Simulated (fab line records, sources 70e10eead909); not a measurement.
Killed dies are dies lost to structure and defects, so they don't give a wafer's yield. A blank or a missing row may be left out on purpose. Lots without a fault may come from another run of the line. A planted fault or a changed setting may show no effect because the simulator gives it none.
Chamber matching | flow nand_harc | NHARC_P_GATE_DESCUM_93 on rie_diel-06: 4 sister chambers
The step chemistry O2, time 3 s. 14 wafers are shown with their chamber, then 7 later ones without.

WAFERS WITH THEIR CHAMBER
wafer  | chamber | drypump_motor_current_A (A) | throttle_valve_pct (%) | oes_product_au (a.u.)
L078.2 | 0       | 5.6                         | 11.312                 | 1.009
L078.3 | 3       | 6.5                         | 11.306                 | 1.011
L078.5 | 1       | 5.5                         | 11.301                 | 1.000
L083.3 | 3       | 6.6                         | 11.300                 | 1.010
L083.4 | 0       | 5.6                         | 11.312                 | 0.999
L083.5 | 0       | 5.6                         | 11.313                 | 1.005
L085.1 | 3       | 6.6                         | 11.314                 | 1.007
L085.3 | 0       | 5.6                         | 11.322                 | 1.008
L085.6 | 2       | 5.2                         | 11.297                 | 0.993
L088.2 | 3       | 6.5                         | 11.302                 | 1.007
L088.5 | 3       | 6.5                         | 11.314                 | 0.991
L088.6 | 0       | 5.6                         | 11.317                 | 1.001
L091.2 | 2       | 5.3                         | 11.283                 | 0.976
L091.4 | 0       | 5.6                         | 11.318                 | 0.989

SIGNATURES (means of the wafers above)
reading                 | chamber 0 | chamber 1 | chamber 2 | chamber 3 | scatter within a chamber
drypump_motor_current_A | 5.600     | 5.500     | 5.250     | 6.540     | 0.0412
throttle_valve_pct      | 11.31567  | 11.30100  | 11.29000  | 11.30720  | 0.00593
oes_product_au          | 1.00183   | 1.00000   | 0.98450   | 1.00520   | 0.00826
Rule: a wafer's distance from a chamber is the root of the sum, over the readings, of the square of ((its reading less the chamber's mean) divided by the reading's scatter). The wafer belongs to the nearest chamber; if the next one is less than 2 further off, it can't be placed. The scatter: the root of (the sum of the squares of (reading less its chamber's mean) over the shown wafers, divided by (wafers less chambers)).

WAFERS WITHOUT THEIR CHAMBER
wafer  | drypump_motor_current_A (A) | throttle_valve_pct (%) | oes_product_au (a.u.)
L091.5 | 5.6                         | 11.308                 | 0.988
L095.1 | 5.2                         | 11.308                 | 0.987
L095.2 | 5.5                         | 11.323                 | 0.990
L095.5 | 5.5                         | 11.330                 | 0.991
L097.1 | 5.6                         | 11.311                 | 0.997
L097.3 | 6.6                         | 11.304                 | 0.989
L097.6 | 6.6                         | 11.311                 | 0.996

WHICH CHAMBER EACH WENT THROUGH
wafer  | from the rows above     | in truth
L091.5 | can't be placed: 0 or 1 | 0
L095.1 | 2                       | 2
L095.2 | can't be placed: 0 or 1 | 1
L095.5 | can't be placed: 0 or 1 | 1
L097.1 | can't be placed: 0 or 1 | 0
L097.3 | 3                       | 3
L097.6 | 3                       | 3
Placed correctly: 3 of 7. Can't be placed from these rows: 4 (the true chamber is among the candidates in 4). Placed wrongly: 0.
